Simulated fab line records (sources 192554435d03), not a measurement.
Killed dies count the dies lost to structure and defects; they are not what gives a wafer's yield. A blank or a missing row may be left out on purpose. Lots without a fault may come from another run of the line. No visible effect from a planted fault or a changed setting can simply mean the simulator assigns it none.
Matching of chambers :: flow n5Finfet :: N5_BEOL_M9_PECVD_70 on pecvd-01 has 3 sister chambers
The step deposits SiO2 from TEOS/O2, target thk 20 nm, time 22.7 s. 5 wafers are shown with their chamber, then 7 later ones without.

EACH WAFER AND ITS CHAMBER
wafer: L077.4
chamber: 1
throttleValvePct (%): 23.8
showerheadPlenumPTorr (Torr): 8.90

wafer: L084.5
chamber: 0
throttleValvePct (%): 22.1
showerheadPlenumPTorr (Torr): 8.69

wafer: L084.6
chamber: 2
throttleValvePct (%): 20.8
showerheadPlenumPTorr (Torr): 8.85

wafer: L089.3
chamber: 0
throttleValvePct (%): 22.2
showerheadPlenumPTorr (Torr): 8.71

wafer: L089.4
chamber: 2
throttleValvePct (%): 20.9
showerheadPlenumPTorr (Torr): 8.82

WAFERS WITH NO CHAMBER GIVEN
wafer: L089.5
throttleValvePct (%): 22.5
showerheadPlenumPTorr (Torr): 8.73

wafer: L096.1
throttleValvePct (%): 21.0
showerheadPlenumPTorr (Torr): 8.83

wafer: L096.2
throttleValvePct (%): 24.1
showerheadPlenumPTorr (Torr): 8.90

wafer: L096.4
throttleValvePct (%): 24.0
showerheadPlenumPTorr (Torr): 8.88

wafer: L097.4
throttleValvePct (%): 21.3
showerheadPlenumPTorr (Torr): 8.85

wafer: L097.5
throttleValvePct (%): 23.8
showerheadPlenumPTorr (Torr): 8.89

wafer: L097.6
throttleValvePct (%): 22.0
showerheadPlenumPTorr (Torr): 8.74

EACH ONE'S CHAMBER
wafer: L089.5
from the rows above: 0
in truth: 0

wafer: L096.1
from the rows above: 2
in truth: 2

wafer: L096.2
from the rows above: 1
in truth: 1

wafer: L096.4
from the rows above: 1
in truth: 1

wafer: L097.4
from the rows above: 2
in truth: 2

wafer: L097.5
from the rows above: 1
in truth: 1

wafer: L097.6
from the rows above: 0
in truth: 0
Correct placement for 7 of the 7. Can't be placed from these rows: 0. 0 placed wrongly.
How it was worked out, from the rows above alone: a wafer's distance from a chamber is the root of the sum, over the readings, of the square of ((its reading less the chamber's mean) divided by the reading's scatter). If the next closest chamber is less than 2 further off than the closest, the wafer can't be placed; otherwise it belongs to the closest. A chamber's mean is the mean of its shown wafers. The scatter: take each reading less its chamber's mean, square it, sum over the shown wafers, divide by the number of wafers less the number of chambers, and take the root.
